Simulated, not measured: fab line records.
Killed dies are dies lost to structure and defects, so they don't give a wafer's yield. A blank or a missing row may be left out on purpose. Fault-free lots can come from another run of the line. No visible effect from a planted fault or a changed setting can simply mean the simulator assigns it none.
Lot-split experiment :: flow n5-finfet :: on a route of 1938 steps: 7 lots, 39 wafers read

SPLIT DETAILS
At N5_PASSIVATION_ETCH_59 (etches TaN in Cl2/BCl3, target depth 65 nm, time 34.9 s), the setting time-s was moved away from the recipe's 34.9 s on 12 of the 39 wafers read, by -44.2% to +32.1%. This setting was run at the recipe's value on the other wafers.

The reading comes from the split's own step.

THE READING
etch.depth-nm (the simulator's own value, which no gauge read), in nm, at N5_PASSIVATION_ETCH_59 (etches TaN in Cl2/BCl3, target depth 65 nm, time 34.9 s). The file does not state a usual value for it. Across the 27 wafers here that went through the recipe, the average is 63.81 nm and the standard deviation 3.4 nm.

wafer: L074.1
tool, chamber at the split: rie-metal-02, 0
time-s as run, s: 34.9
against the recipe: recipe
etch.depth-nm, nm: 67.41
against lot-mates on the recipe: -

wafer: L074.2
tool, chamber at the split: rie-metal-02, 1
time-s as run, s: 46.1
against the recipe: +32.1%
etch.depth-nm, nm: 87.25
against lot-mates on the recipe: +20.15

wafer: L074.3
tool, chamber at the split: rie-metal-02, 0
time-s as run, s: 34.9
against the recipe: recipe
etch.depth-nm, nm: 67.02
against lot-mates on the recipe: -

wafer: L074.4
tool, chamber at the split: rie-metal-02, 1
time-s as run, s: 46.1
against the recipe: +32.1%
etch.depth-nm, nm: 87.54
against lot-mates on the recipe: +20.44

wafer: L074.5
tool, chamber at the split: rie-metal-02, 1
time-s as run, s: 34.9
against the recipe: recipe
etch.depth-nm, nm: 66.88
against lot-mates on the recipe: -

wafer: L074.6
tool, chamber at the split: rie-metal-02, 0
time-s as run, s: 46.1
against the recipe: +32.1%
etch.depth-nm, nm: 88.95
against lot-mates on the recipe: +21.85

wafer: L082.1
tool, chamber at the split: rie-metal-02, 0
time-s as run, s: 34.9
against the recipe: recipe
etch.depth-nm, nm: 67.46
against lot-mates on the recipe: -

wafer: L082.2
tool, chamber at the split: rie-metal-02, 1
time-s as run, s: 34.9
against the recipe: recipe
etch.depth-nm, nm: 67.02
against lot-mates on the recipe: -

wafer: L082.3
tool, chamber at the split: rie-metal-02, 0
time-s as run, s: 19.48
against the recipe: -44.2%
etch.depth-nm, nm: 37.82
against lot-mates on the recipe: -29.62

wafer: L082.4
tool, chamber at the split: rie-metal-02, 1
time-s as run, s: 19.48
against the recipe: -44.2%
etch.depth-nm, nm: 37.27
against lot-mates on the recipe: -30.17

wafer: L082.5
tool, chamber at the split: rie-metal-02, 1
time-s as run, s: 19.48
against the recipe: -44.2%
etch.depth-nm, nm: 37.06
against lot-mates on the recipe: -30.38

wafer: L082.6
tool, chamber at the split: rie-metal-02, 0
time-s as run, s: 34.9
against the recipe: recipe
etch.depth-nm, nm: 67.85
against lot-mates on the recipe: -

wafer: L086.1
tool, chamber at the split: rie-metal-03, 0
time-s as run, s: 29
against the recipe: -16.9%
etch.depth-nm, nm: 56.19
against lot-mates on the recipe: -6.68

wafer: L086.2
tool, chamber at the split: rie-metal-03, 1
time-s as run, s: 34.9
against the recipe: recipe
etch.depth-nm, nm: 60.57
against lot-mates on the recipe: -

wafer: L086.3
tool, chamber at the split: rie-metal-03, 1
time-s as run, s: 34.9
against the recipe: recipe
etch.depth-nm, nm: 60.44
against lot-mates on the recipe: -

wafer: L086.4
tool, chamber at the split: rie-metal-03, 0
time-s as run, s: 29
against the recipe: -16.9%
etch.depth-nm, nm: 56.62
against lot-mates on the recipe: -6.25

wafer: L086.5
tool, chamber at the split: rie-metal-03, 0
time-s as run, s: 34.9
against the recipe: recipe
etch.depth-nm, nm: 67.6
against lot-mates on the recipe: -

wafer: L086.6
tool, chamber at the split: rie-metal-03, 1
time-s as run, s: 29
against the recipe: -16.9%
etch.depth-nm, nm: 50.19
against lot-mates on the recipe: -12.68

wafer: L089.1
tool, chamber at the split: rie-metal-01, 1
time-s as run, s: 34.9
against the recipe: recipe
etch.depth-nm, nm: 59.13
against lot-mates on the recipe: -

wafer: L089.2
tool, chamber at the split: rie-metal-01, 0
time-s as run, s: 34.9
against the recipe: recipe
etch.depth-nm, nm: 63.24
against lot-mates on the recipe: -

wafer: L089.3
tool, chamber at the split: rie-metal-01, 1
time-s as run, s: 34.9
against the recipe: recipe
etch.depth-nm, nm: 59.53
against lot-mates on the recipe: -

wafer: L089.4
tool, chamber at the split: rie-metal-01, 0
time-s as run, s: 34.9
against the recipe: recipe
etch.depth-nm, nm: 62.59
against lot-mates on the recipe: -

wafer: L089.5
tool, chamber at the split: rie-metal-01, 0
time-s as run, s: 34.9
against the recipe: recipe
etch.depth-nm, nm: 62.71
against lot-mates on the recipe: -

wafer: L089.6
tool, chamber at the split: rie-metal-01, 1
time-s as run, s: 34.9
against the recipe: recipe
etch.depth-nm, nm: 59.39
against lot-mates on the recipe: -

wafer: L093.1
tool, chamber at the split: rie-metal-03, 1
time-s as run, s: 34.9
against the recipe: recipe
etch.depth-nm, nm: 60.81
against lot-mates on the recipe: -

wafer: L093.5
tool, chamber at the split: rie-metal-03, 1
time-s as run, s: 34.9
against the recipe: recipe
etch.depth-nm, nm: 61.14
against lot-mates on the recipe: -

wafer: L093.6
tool, chamber at the split: rie-metal-03, 0
time-s as run, s: 34.9
against the recipe: recipe
etch.depth-nm, nm: 68.34
against lot-mates on the recipe: -

wafer: L094.1
tool, chamber at the split: rie-metal-03, 1
time-s as run, s: 45.87
against the recipe: +31.4%
etch.depth-nm, nm: 79.08
against lot-mates on the recipe: +14.65

wafer: L094.2
tool, chamber at the split: rie-metal-03, 0
time-s as run, s: 45.87
against the recipe: +31.4%
etch.depth-nm, nm: 88.46
against lot-mates on the recipe: +24.03

wafer: L094.3
tool, chamber at the split: rie-metal-03, 1
time-s as run, s: 45.87
against the recipe: +31.4%
etch.depth-nm, nm: 78.23
against lot-mates on the recipe: +13.80

wafer: L094.4
tool, chamber at the split: rie-metal-03, 0
time-s as run, s: 34.9
against the recipe: recipe
etch.depth-nm, nm: 66.74
against lot-mates on the recipe: -

wafer: L094.5
tool, chamber at the split: rie-metal-03, 0
time-s as run, s: 34.9
against the recipe: recipe
etch.depth-nm, nm: 66.71
against lot-mates on the recipe: -

wafer: L094.6
tool, chamber at the split: rie-metal-03, 1
time-s as run, s: 34.9
against the recipe: recipe
etch.depth-nm, nm: 59.83
against lot-mates on the recipe: -

wafer: L095.1
tool, chamber at the split: rie-metal-03, 0
time-s as run, s: 34.9
against the recipe: recipe
etch.depth-nm, nm: 66.93
against lot-mates on the recipe: -

wafer: L095.2
tool, chamber at the split: rie-metal-03, 1
time-s as run, s: 34.9
against the recipe: recipe
etch.depth-nm, nm: 59.62
against lot-mates on the recipe: -

wafer: L095.3
tool, chamber at the split: rie-metal-03, 1
time-s as run, s: 34.9
against the recipe: recipe
etch.depth-nm, nm: 60.22
against lot-mates on the recipe: -

wafer: L095.4
tool, chamber at the split: rie-metal-03, 0
time-s as run, s: 34.9
against the recipe: recipe
etch.depth-nm, nm: 67.04
against lot-mates on the recipe: -

wafer: L095.5
tool, chamber at the split: rie-metal-03, 1
time-s as run, s: 34.9
against the recipe: recipe
etch.depth-nm, nm: 59.95
against lot-mates on the recipe: -

wafer: L095.6
tool, chamber at the split: rie-metal-03, 0
time-s as run, s: 34.9
against the recipe: recipe
etch.depth-nm, nm: 66.78
against lot-mates on the recipe: -

FIT RESULTS
A straight line over all 39 wafers: etch.depth-nm changes by +0.627 nm for each +1% of time-s; r = +0.96; the points scatter about the line by 3.5 nm.
The same after taking each lot's own level away (the mean of its wafers on the recipe; 39 wafers): +0.632 nm for each +1%; r = +0.97; scatter 3 nm.
According to that fit, moving time-s by its largest amount changes the reading by 28 nm.
The span of the lots' own levels, 61.098 to 67.443 nm, comes to 1.9 times the standard deviation stated above.
Hence the lot-to-lot level has little effect on the slope; both slopes agree.
Check: with one of the wafers moved furthest among these (-44.2%) left out of the fit, the line predicts -27.7 nm for it against its lot-mates. Against them it came out at -29.6 nm.

THESE WAFERS: OTHER SPLITS
Note: prior to the reading, these wafers also went through further splits. Each is held against what the fit with the lots' levels taken away leaves over:
other split on the same wafers: N5_BEOL_M11_ETCH_41 time-s
wafers away from the commonest value: 12
r with etch.depth-nm (lot level and that fit taken away): +0.04

other split on the same wafers: N5_BEOL_M13_ETCH_68 time-s
wafers away from the commonest value: 18
r with etch.depth-nm (lot level and that fit taken away): +0.09

other split on the same wafers: N5_PASSIVATION_DEVELOP_09 develop-time-s
wafers away from the commonest value: 15
r with etch.depth-nm (lot level and that fit taken away): -0.05

FILE'S OWN FIT
etch.depth-nm changes by +0.632 nm for each +1% of time-s, r = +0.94.
